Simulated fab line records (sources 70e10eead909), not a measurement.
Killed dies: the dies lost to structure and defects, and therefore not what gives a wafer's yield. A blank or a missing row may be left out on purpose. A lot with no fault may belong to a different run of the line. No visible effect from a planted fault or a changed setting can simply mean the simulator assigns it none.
Which tool did it? ; flow nand_harc ; Sampling: 6 lots, 18 wafers, 4 of 1302 route steps

WHAT EACH GAUGE READ, for each wafer
NHARC_A_ONON_D1_THK_MEAS_08: measures by ellipsometry.
lot;measured;on;thk_nm (nm)
L221;day 7 21:44;film_metro-01;999 999 1000
L224;day 9 08:16;film_metro-01;1004 1004 1004
L231;day 12 02:33;film_metro-01;1482 1479 1480
L236;day 14 16:04;film_metro-01;1007 1007 1006
L241;day 16 09:17;film_metro-02;1008 1010 1009
L242;day 17 15:05;film_metro-02;997 997 999

WHAT TOOL EACH LOT RAN ON (gives the tool, then ch and the chambers of the sampled wafers, and finally the start)
lot;NHARC_P_BONDPAD_ACTIVATE_29;NHARC_A_ZERO_WELL_ETCH_13;NHARC_A_ONON_D1_DEP_06
L221;rie_diel-09 ch 0,1,2, day 6 20:34;rie_si-06 ch 1,2,3, day 6 22:14;pecvd_onon-01 ch 0, day 7 21:17
L224;rie_diel-09 ch 0,1,2, day 8 07:21;rie_si-06 ch 2,3, day 8 08:57;pecvd_onon-04 ch 0, day 9 07:45
L231;rie_diel-12 ch 1,2,3, day 11 04:01;rie_si-05 ch 1,2, day 11 05:29;pecvd_onon-02 ch 0, day 12 02:13
L236;rie_diel-06 ch 1,2, day 13 14:41;rie_si-06 ch 1,2, day 13 16:10;pecvd_onon-04 ch 0, day 14 15:40
L241;rie_diel-06 ch 0,1,2, day 15 09:26;rie_si-03 ch 1,2,3, day 15 11:04;pecvd_onon-04 ch 0, day 16 08:50
L242;rie_diel-09 ch 0,1, day 16 15:14;rie_si-03 ch 0,3, day 16 16:53;pecvd_onon-01 ch 0, day 17 14:41
- NHARC_P_BONDPAD_ACTIVATE_29: chemistry N2, time 60 s.
- NHARC_A_ZERO_WELL_ETCH_13: etches the open film in HBr/Cl2, target depth 120 nm, time 40.1 s.
- NHARC_A_ONON_D1_DEP_06: target thk 1000 nm.

THE ANSWER, worked out from the rows above alone
Rule: what is usual is taken from the lots themselves. The widest of any qualifying gaps counts: lots, ordered by their means at a reading, are off when they make up no more than a third of the lots, leave a main group of 4 or more, and stand apart from it by 3 or more times the standard deviation of that group's means. The tables above print the reading to a certain number of digits; a main group whose means all agree to those digits is not used. A lot without any number at a reading at which 4 lots or more have one is off too. Where the step has rows for the other lots, those lots are counted as sound.
Off, at NHARC_A_ONON_D1_THK_MEAS_08 on thk_nm: L231. Mean 1003 nm and standard deviation 4.3 in the main group.
If a tool, at a process step before that reading, ran all the lots that are off and no sound lot after the first of them, it fits. The gauges at NHARC_A_ONON_D1_THK_MEAS_08 are tried like those tools. Can't be told from this: 3 tools fit, rie_diel-12 at NHARC_P_BONDPAD_ACTIVATE_29, rie_si-05 at NHARC_A_ZERO_WELL_ETCH_13, pecvd_onon-02 at NHARC_A_ONON_D1_DEP_06.

WHAT HAD BEEN PUT IN BY THE SIMULATOR
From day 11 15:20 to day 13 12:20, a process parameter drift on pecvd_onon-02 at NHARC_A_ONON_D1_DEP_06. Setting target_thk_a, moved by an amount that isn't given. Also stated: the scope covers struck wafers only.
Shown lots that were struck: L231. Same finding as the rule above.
